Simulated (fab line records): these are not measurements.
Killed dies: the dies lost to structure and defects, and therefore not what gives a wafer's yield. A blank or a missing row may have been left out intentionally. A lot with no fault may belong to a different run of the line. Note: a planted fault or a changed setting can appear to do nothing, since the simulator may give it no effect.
Which tool was responsible? | flow nand-harc | 72 wafers from 24 lots sampled at 6 of the route's 1302 steps

## WHAT THE GAUGES READ, wafer by wafer
No reading from a measuring or inspecting step in the record can be judged against a usual standard deviation.

## WHICH TOOL RAN EACH LOT (tool, then ch and the chambers of the sampled wafers, then the start)
lot  | NHARC_A_BLC_CVD_24                       | NHARC_A_M0_ETCH_34                 | NHARC_A_M0_STRIP_18                | NHARC_A_M0_DEGAS_28          | NHARC_A_M0_ANNEAL_30             | NHARC_A_M1_ETCH_15
L074 | cvd-w-01 ch 0,1, day 22 21:51 or earlier | rie-diel-10 ch 0,1,3, day 22 21:51 | rie-diel-09 ch 1,2,3, day 22 22:08 | pvd-sputter-02, day 22 22:41 | rtp-anneal-01 ch 0, day 22 23:34 | rie-diel-05 ch 0,1,2, no start
L075 | cvd-w-02 ch 0,1, day 23 03:55 or earlier | rie-diel-09 ch 0,2, day 23 03:55   | rie-diel-10 ch 0,2,3, day 23 04:14 | pvd-sputter-02, day 23 04:47 | rtp-anneal-01 ch 0, day 23 05:31 | rie-diel-13 ch 0,1, no start
L076 | cvd-w-01 ch 0,1, day 23 04:58 or earlier | rie-diel-09 ch 0,2,3, day 23 04:58 | rie-diel-09 ch 0,2,3, day 23 05:19 | pvd-sputter-01, day 23 05:52 | rtp-anneal-02 ch 0, day 23 06:36 | rie-diel-13 ch 0,1,2, no start
L077 | cvd-w-02 ch 0,1, day 23 17:52 or earlier | rie-diel-09 ch 0,3, day 23 17:52   | rie-diel-09 ch 0,3, day 23 18:14   | pvd-sputter-01, day 23 18:56 | rtp-anneal-02 ch 0, day 23 19:40 | rie-diel-05 ch 0,2,3, no start
L078 | cvd-w-02 ch 0,1, day 24 04:21 or earlier | rie-diel-09 ch 1,3, day 24 04:21   | rie-diel-09 ch 0,1,3, day 24 04:43 | pvd-sputter-02, day 24 05:15 | rtp-anneal-02 ch 0, day 24 06:02 | rie-diel-03 ch 1,3, no start
L079 | cvd-w-01 ch 0,1, day 24 11:11 or earlier | rie-diel-08 ch 0,1,3, day 24 11:11 | rie-diel-10 ch 0,2,3, day 24 11:31 | pvd-sputter-02, day 24 12:01 | rtp-anneal-01 ch 0, day 24 12:46 | rie-diel-03 ch 1,2,3, no start
L080 | cvd-w-01 ch 0, day 25 04:01 or earlier   | rie-diel-09 ch 1,2,3, day 25 04:01 | rie-diel-08 ch 0,2, day 25 04:18   | pvd-sputter-03, day 25 04:51 | rtp-anneal-01 ch 0, day 25 05:38 | rie-diel-03 ch 1,2,3, no start
L081 | cvd-w-02 ch 0,1, day 25 21:22 or earlier | rie-diel-08 ch 0,1,2, day 25 21:22 | rie-diel-09 ch 1,2, day 25 21:41   | pvd-sputter-02, day 25 22:12 | rtp-anneal-02 ch 0, day 25 23:06 | rie-diel-05 ch 1,2,3, no start
L083 | cvd-w-01 ch 0, day 26 09:59 or earlier   | rie-diel-09 ch 0,1,2, day 26 09:59 | rie-diel-09 ch 1,2,3, day 26 10:19 | pvd-sputter-02, day 26 10:49 | rtp-anneal-01 ch 0, day 26 11:36 | rie-diel-03 ch 1,2,3, no start
L082 | cvd-w-02 ch 0,1, day 26 11:35 or earlier | rie-diel-09 ch 1,2, day 26 11:35   | rie-diel-09 ch 0,2,3, day 26 11:56 | pvd-sputter-01, day 26 12:26 | rtp-anneal-02 ch 0, day 26 13:18 | rie-diel-03 ch 1,2, no start
L084 | cvd-w-01 ch 0,1, day 27 11:44 or earlier | rie-diel-10 ch 1,2, day 27 11:44   | rie-diel-08 ch 0,1,3, day 27 12:05 | pvd-sputter-01, day 27 12:35 | rtp-anneal-02 ch 0, day 27 13:19 | rie-diel-05 ch 1,3, no start
L085 | cvd-w-01 ch 0,1, day 27 13:25 or earlier | rie-diel-10 ch 2,3, day 27 13:25   | rie-diel-10 ch 0,3, day 27 13:44   | pvd-sputter-01, day 27 14:22 | rtp-anneal-02 ch 0, day 27 15:22 | rie-diel-05 ch 0,1, no start
L087 | cvd-w-01 ch 0,1, day 28 01:54 or earlier | rie-diel-09 ch 2,3, day 28 01:54   | rie-diel-08 ch 0,1,2, day 28 02:14 | pvd-sputter-02, day 28 02:46 | rtp-anneal-02 ch 0, day 28 03:38 | rie-diel-03 ch 0,1,2, no start
L088 | cvd-w-01 ch 0,1, day 28 04:26 or earlier | rie-diel-08 ch 0,3, day 28 04:26   | rie-diel-10 ch 1,2, day 28 04:46   | pvd-sputter-03, day 28 05:17 | rtp-anneal-01 ch 0, day 28 06:04 | rie-diel-03 ch 0,1,2, no start
L086 | cvd-w-02 ch 0,1, day 28 05:00 or earlier | rie-diel-08 ch 1,3, day 28 05:00   | rie-diel-10 ch 1,2,3, day 28 05:19 | pvd-sputter-02, day 28 05:52 | rtp-anneal-01 ch 0, day 28 06:38 | rie-diel-03 ch 1,2,3, no start
L089 | cvd-w-01 ch 0,1, day 28 06:25 or earlier | rie-diel-08 ch 0,1, day 28 06:25   | rie-diel-10 ch 1,2,3, day 28 06:45 | pvd-sputter-02, day 28 07:17 | rtp-anneal-01 ch 0, day 28 08:02 | rie-diel-03 ch 0,2,3, no start
L091 | cvd-w-01 ch 0,1, day 29 06:47 or earlier | rie-diel-08 ch 2,3, day 29 06:47   | rie-diel-10 ch 0,1,2, day 29 07:05 | pvd-sputter-03, day 29 07:38 | rtp-anneal-02 ch 0, day 29 08:25 | rie-diel-05 ch 1,2, no start
L090 | cvd-w-02 ch 0,1, day 29 08:44 or earlier | rie-diel-10 ch 0,1,3, day 29 08:44 | rie-diel-08 ch 0,1,3, day 29 09:02 | pvd-sputter-02, day 29 09:35 | rtp-anneal-02 ch 0, day 29 10:19 | rie-diel-05 ch 1,2,3, no start
L092 | cvd-w-01 ch 1, day 30 03:34 or earlier   | rie-diel-10 ch 0,2,3, day 30 03:34 | rie-diel-10 ch 0,1,3, day 30 03:51 | pvd-sputter-03, day 30 04:25 | rtp-anneal-01 ch 0, day 30 05:11 | rie-diel-03 ch 0,1,3, no start
L093 | cvd-w-02 ch 0,1, day 30 08:15 or earlier | rie-diel-10 ch 1,2, day 30 08:15   | rie-diel-08 ch 0,1,3, day 30 08:32 | pvd-sputter-03, day 30 09:05 | rtp-anneal-01 ch 0, day 30 09:52 | rie-diel-03 ch 0,2, no start
L094 | cvd-w-02 ch 0,1, day 30 12:38 or earlier | rie-diel-09 ch 0,2,3, day 30 12:38 | rie-diel-10 ch 0,1,2, day 30 12:55 | pvd-sputter-01, day 30 13:28 | rtp-anneal-02 ch 0, day 30 14:16 | rie-diel-13 ch 1,2,3, no start
L095 | cvd-w-01 ch 1, day 31 06:27 or earlier   | rie-diel-10 ch 1,2,3, day 31 06:27 | rie-diel-09 ch 2,3, day 31 06:44   | pvd-sputter-01, day 31 07:17 | rtp-anneal-02 ch 0, day 31 08:04 | rie-diel-13 ch 0,1, day 31 10:41
L096 | cvd-w-02 ch 0,1, day 31 07:01 or earlier | rie-diel-10 ch 1,2,3, day 31 07:01 | rie-diel-09 ch 0,1,2, day 31 07:21 | pvd-sputter-01, day 31 07:51 | rtp-anneal-02 ch 0, day 31 08:44 | rie-diel-05 ch 0,2,3, no start
L097 | cvd-w-01 ch 0,1, day 33 01:01 or earlier | rie-diel-09 ch 1,2,3, day 33 01:01 | rie-diel-09 ch 2,3, day 33 01:18   | pvd-sputter-02, day 33 01:55 | rtp-anneal-01 ch 0, day 33 02:40 | rie-diel-13 ch 0,1,2, no start
- NHARC_A_BLC_CVD_24: deposits W, target thk 150 nm, time 434 s.
- NHARC_A_M0_ETCH_34: etches the open film in N2/H2, target depth 40 nm, overetch 12 nm, time 43.94 s.
- NHARC_A_M0_STRIP_18: strips in N2/H2.
- NHARC_A_M0_DEGAS_28: time 60 s.
- NHARC_A_M0_ANNEAL_30: time 90 s.
- NHARC_A_M1_ETCH_15: etches the open film in C4F8/Ar, target depth 182.5 nm, time 91.2 s.

## WHAT THE TOOLS THEMSELVES READ (means of the sampled wafers that have a number; where no wafer has one, the mark that the record gives instead)
NHARC_A_BLC_CVD_24.
lot  | tool     | heater-power-w (W) | throttle-valve-pct (%)
L074 | cvd-w-01 | 487                | 7.9
L075 | cvd-w-02 | 471                | 7.9
L076 | cvd-w-01 | 510                | 8.1
L077 | cvd-w-02 | 498                | 7.7
L078 | cvd-w-02 | 506                | 7.8
L079 | cvd-w-01 | 486                | 8.1
L080 | cvd-w-01 | 477                | 7.5
L081 | cvd-w-02 | 493                | 7.9
L083 | cvd-w-01 | 478                | 7.5
L082 | cvd-w-02 | 502                | 7.8
L084 | cvd-w-01 | 486                | 8.0
L085 | cvd-w-01 | 481                | 7.8
L087 | cvd-w-01 | 487                | 8.1
L088 | cvd-w-01 | 480                | 8.1
L086 | cvd-w-02 | 493                | 7.4
L089 | cvd-w-01 | 493                | 8.1
L091 | cvd-w-01 | 486                | 7.8
L090 | cvd-w-02 | 490                | 7.7
L092 | cvd-w-01 | 504                | 8.6
L093 | cvd-w-02 | 450                | 7.5
L094 | cvd-w-02 | 456                | 7.6
L095 | cvd-w-01 | 497                | 8.7
L096 | cvd-w-02 | 447                | 7.8
L097 | cvd-w-01 | 483                | 7.8

NHARC_A_M0_ETCH_34.
lot  | tool        | drypump-motor-current-A (A) | oes-product-au (a.u.) | rf-vpp-V (V) | showerhead-plenum-p-Torr (Torr) | throttle-valve-pct (%)
L074 | rie-diel-10 | 5.8                         | 1.001                 | 430.8        | 2.04                            | 14.171
L075 | rie-diel-09 | 5.4                         | 1.006                 | 430.4        | 2.01                            | 14.171
L076 | rie-diel-09 | 5.2                         | 1.007                 | 432.1        | 2.07                            | 14.173
L077 | rie-diel-09 | 5.3                         | 1.000                 | 428.9        | 2.00                            | 14.175
L078 | rie-diel-09 | 5.2                         | 1.005                 | 431.7        | 2.08                            | 14.177
L079 | rie-diel-08 | 5.5                         | 0.995                 | 430.4        | 2.03                            | 14.173
L080 | rie-diel-09 | 5.3                         | 1.004                 | 431.6        | 2.09                            | 14.175
L081 | rie-diel-08 | 5.6                         | 0.999                 | 430.9        | 2.05                            | 14.172
L083 | rie-diel-09 | 5.5                         | 1.006                 | 430.6        | 2.03                            | 14.171
L082 | rie-diel-09 | 5.4                         | 1.010                 | 432.2        | 2.10                            | 14.172
L084 | rie-diel-10 | 5.3                         | 1.001                 | 429.7        | 2.00                            | 14.168
L085 | rie-diel-10 | 5.1                         | 1.008                 | 434.7        | 2.18                            | 14.170
L087 | rie-diel-09 | 5.0                         | 1.010                 | 432.9        | 2.13                            | 14.179
L088 | rie-diel-08 | 5.2                         | 1.001                 | 431.2        | 2.04                            | 14.167
L086 | rie-diel-08 | 5.6                         | 1.007                 | 431.9        | 2.07                            | 14.173
L089 | rie-diel-08 | 5.8                         | 0.988                 | 429.7        | 2.03                            | 14.168
L091 | rie-diel-08 | 5.4                         | 1.007                 | 432.1        | 2.09                            | 14.172
L090 | rie-diel-10 | 5.7                         | 1.006                 | 430.3        | 2.03                            | 14.159
L092 | rie-diel-10 | 5.6                         | 1.007                 | 433.5        | 2.12                            | 14.172
L093 | rie-diel-10 | 5.3                         | 0.995                 | 428.7        | 2.00                            | 14.188
L094 | rie-diel-09 | 5.2                         | 1.011                 | 431.1        | 2.07                            | 14.173
L095 | rie-diel-10 | 5.2                         | 1.001                 | 431.8        | 2.09                            | 14.173
L096 | rie-diel-10 | 5.3                         | 1.000                 | 432.1        | 2.09                            | 14.167
L097 | rie-diel-09 | 5.3                         | 1.004                 | 431.7        | 2.09                            | 14.150

NHARC_A_M0_STRIP_18.
lot  | tool        | drypump-motor-current-A (A) | oes-product-au (a.u.) | rf-vpp-V (V) | showerhead-plenum-p-Torr (Torr) | throttle-valve-pct (%)
L074 | rie-diel-09 | 5.3                         | 1.007                 | 90.8         | 2.09                            | 14.178
L075 | rie-diel-10 | 5.6                         | 1.009                 | 90.9         | 2.13                            | 14.172
L076 | rie-diel-09 | 5.2                         | 1.007                 | 90.4         | 2.07                            | 14.174
L077 | rie-diel-09 | 5.1                         | 1.007                 | 91.0         | 2.06                            | 14.181
L078 | rie-diel-09 | 5.4                         | 1.001                 | 90.4         | 2.02                            | 14.184
L079 | rie-diel-10 | 5.6                         | 1.002                 | 91.1         | 2.13                            | 14.183
L080 | rie-diel-08 | 5.5                         | 0.996                 | 90.5         | 2.08                            | 14.169
L081 | rie-diel-09 | 5.4                         | 1.012                 | 90.1         | 2.10                            | 14.169
L083 | rie-diel-09 | 5.3                         | 1.011                 | 92.0         | 2.09                            | 14.165
L082 | rie-diel-09 | 5.3                         | 1.006                 | 91.5         | 2.07                            | 14.167
L084 | rie-diel-08 | 5.5                         | 0.991                 | 90.7         | 2.03                            | 14.170
L085 | rie-diel-10 | 5.7                         | 0.998                 | 91.9         | 2.12                            | 14.172
L087 | rie-diel-08 | 5.7                         | 0.997                 | 91.1         | 2.05                            | 14.172
L088 | rie-diel-10 | 5.3                         | 0.998                 | 89.7         | 2.00                            | 14.166
L086 | rie-diel-10 | 5.2                         | 1.006                 | 90.2         | 2.09                            | 14.186
L089 | rie-diel-10 | 5.2                         | 0.999                 | 90.9         | 2.09                            | 14.167
L091 | rie-diel-10 | 5.7                         | 1.004                 | 90.6         | 2.03                            | 14.170
L090 | rie-diel-08 | 5.5                         | 0.996                 | 90.1         | 2.03                            | 14.164
L092 | rie-diel-10 | 5.8                         | 1.001                 | 91.0         | 2.03                            | 14.165
L093 | rie-diel-08 | 5.5                         | 0.996                 | 90.7         | 2.03                            | 14.167
L094 | rie-diel-10 | 5.7                         | 1.009                 | 90.0         | 2.03                            | 14.171
L095 | rie-diel-09 | 5.2                         | 1.013                 | 91.7         | 2.14                            | 14.165
L096 | rie-diel-09 | 5.5                         | 1.014                 | 90.3         | 2.03                            | 14.171
L097 | rie-diel-09 | 5.1                         | 1.006                 | 90.8         | 2.13                            | 14.175

NHARC_A_M0_DEGAS_28.
lot  | tool           | heater-power-w (W)
L074 | pvd-sputter-02 | 314
L075 | pvd-sputter-02 | 321
L076 | pvd-sputter-01 | 322
L077 | pvd-sputter-01 | 334
L078 | pvd-sputter-02 | 324
L079 | pvd-sputter-02 | 321
L080 | pvd-sputter-03 | 349
L081 | pvd-sputter-02 | 325
L083 | pvd-sputter-02 | 321
L082 | pvd-sputter-01 | 339
L084 | pvd-sputter-01 | 338
L085 | pvd-sputter-01 | 323
L087 | pvd-sputter-02 | 329
L088 | pvd-sputter-03 | 348
L086 | pvd-sputter-02 | 326
L089 | pvd-sputter-02 | 320
L091 | pvd-sputter-03 | 351
L090 | pvd-sputter-02 | 314
L092 | pvd-sputter-03 | 355
L093 | pvd-sputter-03 | 345
L094 | pvd-sputter-01 | 339
L095 | pvd-sputter-01 | 335
L096 | pvd-sputter-01 | 329
L097 | pvd-sputter-02 | 320

NHARC_A_M0_ANNEAL_30.
lot  | tool          | wafer_temp_C_max
L074 | rtp-anneal-01 | 225.8
L075 | rtp-anneal-01 | 225.9
L076 | rtp-anneal-02 | 226.4
L077 | rtp-anneal-02 | 226.4
L078 | rtp-anneal-02 | 226.1
L079 | rtp-anneal-01 | 225.7
L080 | rtp-anneal-01 | 225.9
L081 | rtp-anneal-02 | 226.3
L083 | rtp-anneal-01 | 225.7
L082 | rtp-anneal-02 | 226.5
L084 | rtp-anneal-02 | 226.2
L085 | rtp-anneal-02 | 226.2
L087 | rtp-anneal-02 | 226.3
L088 | rtp-anneal-01 | 225.6
L086 | rtp-anneal-01 | 225.8
L089 | rtp-anneal-01 | 225.9
L091 | rtp-anneal-02 | 226.4
L090 | rtp-anneal-02 | 226.2
L092 | rtp-anneal-01 | 225.9
L093 | rtp-anneal-01 | 225.5
L094 | rtp-anneal-02 | 226.2
L095 | rtp-anneal-02 | 226.5
L096 | rtp-anneal-02 | 226.4
L097 | rtp-anneal-01 | 225.9

NHARC_A_M1_ETCH_15.
lot  | tool        | oes-product-au (a.u.) | rf-vpp-V (V)
L074 | rie-diel-05 | 0.969                 | 443.1
L075 | rie-diel-13 | 0.959                 | 441.7
L076 | rie-diel-13 | 0.969                 | 440.2
L077 | rie-diel-05 | 0.928                 | 443.7
L078 | rie-diel-03 | 0.964                 | 439.0
L079 | rie-diel-03 | 0.924                 | 439.3
L080 | rie-diel-03 | 0.929                 | 439.2
L081 | rie-diel-05 | 0.971                 | 444.8
L083 | rie-diel-03 | 0.925                 | 440.4
L082 | rie-diel-03 | 0.949                 | 438.5
L084 | rie-diel-05 | 0.986                 | 445.3
L085 | rie-diel-05 | 0.969                 | 442.1
L087 | rie-diel-03 | 0.975                 | 438.6
L088 | rie-diel-03 | 0.963                 | 439.3
L086 | rie-diel-03 | 0.976                 | 439.4
L089 | rie-diel-03 | 0.969                 | 439.7
L091 | rie-diel-05 | 0.927                 | 443.8
L090 | rie-diel-05 | 0.969                 | 444.4
L092 | rie-diel-03 | 0.923                 | 439.5
L093 | rie-diel-03 | 0.973                 | 438.6
L094 | rie-diel-13 | 0.977                 | 439.1
L095 | rie-diel-13 | 0.922                 | 442.0
L096 | rie-diel-05 | 0.916                 | 444.4
L097 | rie-diel-13 | 0.969                 | 440.1

## THE ANSWER, worked out from the rows above alone
Rule: the usual values come from the lots themselves. Put in order of their means at a reading, lots are off if they are a third of the lots or fewer, leave a main group of 4 or more, and stand apart from it by a gap of 3 or more times the standard deviation of the main group's means; of several such gaps the widest counts. The tables above print the reading to a certain number of digits; a main group whose means all agree to those digits is not used. A lot without any number at a reading at which 4 lots or more have one is off too. The other lots that the step has rows for count as sound. After the gauges, taken in route order, come the tools' own readings; for these a lot's mean is taken, as printed above. At the first step where some lot is off, the reading lying furthest off is the one used; lots without a number count as furthest.
No lot is off on any of the readings shown, so nothing can be concluded from this.

## WHAT THE SIMULATOR HAD PUT IN
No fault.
